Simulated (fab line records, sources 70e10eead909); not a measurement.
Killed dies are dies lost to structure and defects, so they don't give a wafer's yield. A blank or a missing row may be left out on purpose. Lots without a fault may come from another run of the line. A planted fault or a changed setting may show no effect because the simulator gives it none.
Problem report in the 8D (eight disciplines) form, filled by code | flow nand_harc | the parts of the form that need people (team, actions taken, sign-off) are left out

1. THE PROBLEM
cd_nm at NHARC_P_GATE_CD_MEAS_26 reads a mean of 115.8 nm on 6 wafers of 2 lots; wafers without a fault read 119.9 nm with a standard deviation of 0.65. That is -6.3 standard deviations from the usual mean.
The step: target cd 120 nm.
First seen on wafer L632.1, day 6 22:04, on cd_sem-03. The record holds 33 wafers of 11 lots with a number at this step. Rule for "out", or "out of limits": more than 4 standard deviations from the usual mean. The other wafers with a number count as sound.

2. WHAT IT IS AND WHAT IT IS NOT
question                    | is                     | is not
which readings at this step | cd_nm                  | -
which lots                  | L632, L638             | L625, L626, L627, L628, L629, L630, L633, L641, L642
which wafers of those lots  | all that have a number | -
read on which gauges        | cd_sem-01, cd_sem-03   | cd_sem-02
when                        | from day 6 22:04       | up to then (18 sound wafers); but 9 sound wafers of L633, L641, L642 came after

3. SUSPECTS, AND WHAT RULES EACH OUT
Counting: a tool at a process step up to the reading stays a suspect if it ran every lot that is out and no sound lot after the first of them.
- the gauge at NHARC_P_GATE_CD_MEAS_26: ruled out. The wafers that are out were read on 2 gauges (cd_sem-01, cd_sem-03).
- arfi_scanner-01 at NHARC_P_GATE_EXPOSE_23 (exposes mask P GATE, target cd 120 nm): kept. It ran every lot that is out, first L632 (day 6 21:55), and no sound lot after that; its last sound lot up to then is L629 (day 6 11:47). Its own readings are out on those wafers: exposure_dose_mJ_cm2.
Left after counting: arfi_scanner-01 at NHARC_P_GATE_EXPOSE_23.

4. THE CAUSE (what the simulator had put in)
Process parameter drift: arfi_scanner-01, from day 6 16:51 on, at NHARC_P_GATE_EXPOSE_23. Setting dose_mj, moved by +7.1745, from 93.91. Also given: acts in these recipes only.
Counting left only this tool.

5. THE CHAIN OF EFFECTS, in route order
Each row: a reading whose mean over the struck wafers that have a number lies more than 3 standard deviations from the usual. Only readings for which the record gives a usual standard deviation are gone through. hours: the time from each lot's start at the first step in this table that gives one to its start at this step, as a median over the lots. sigmas: the change in usual standard deviations.
hours | step                    | reading              | usual    | on struck wafers | change | sigmas
0     | NHARC_P_GATE_EXPOSE_23  | exposure_dose_mJ_cm2 | 93.91    | 101.09           | +7.18  | +77
0     | NHARC_P_GATE_CD_MEAS_26 | cd_nm                | 119.9 nm | 115.8            | -4.1   | -6.3
The process steps in it:
- NHARC_P_GATE_EXPOSE_23: exposes mask P GATE, target cd 120 nm.
Later measuring or inspecting steps at which every struck wafer that the step has a row for has a number for every such reading, and none has moved that far: NHARC_END_SORT_01.

6. WHAT WOULD HAVE CAUGHT IT SOONER
In this record the first reading out of limits at a measuring or inspecting step was taken at day 6 22:04, 5 hours after the fault began at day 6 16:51.
The tool's own readings at NHARC_P_GATE_EXPOSE_23 were out on every struck wafer that the step has a row for (exposure_dose_mJ_cm2): an alarm limit on them would have fired on the first of those.
Of the lots that are out (2), L638 began NHARC_P_GATE_EXPOSE_23 on arfi_scanner-01 after day 6 22:04. A hold on the tool at that time would have spared it.
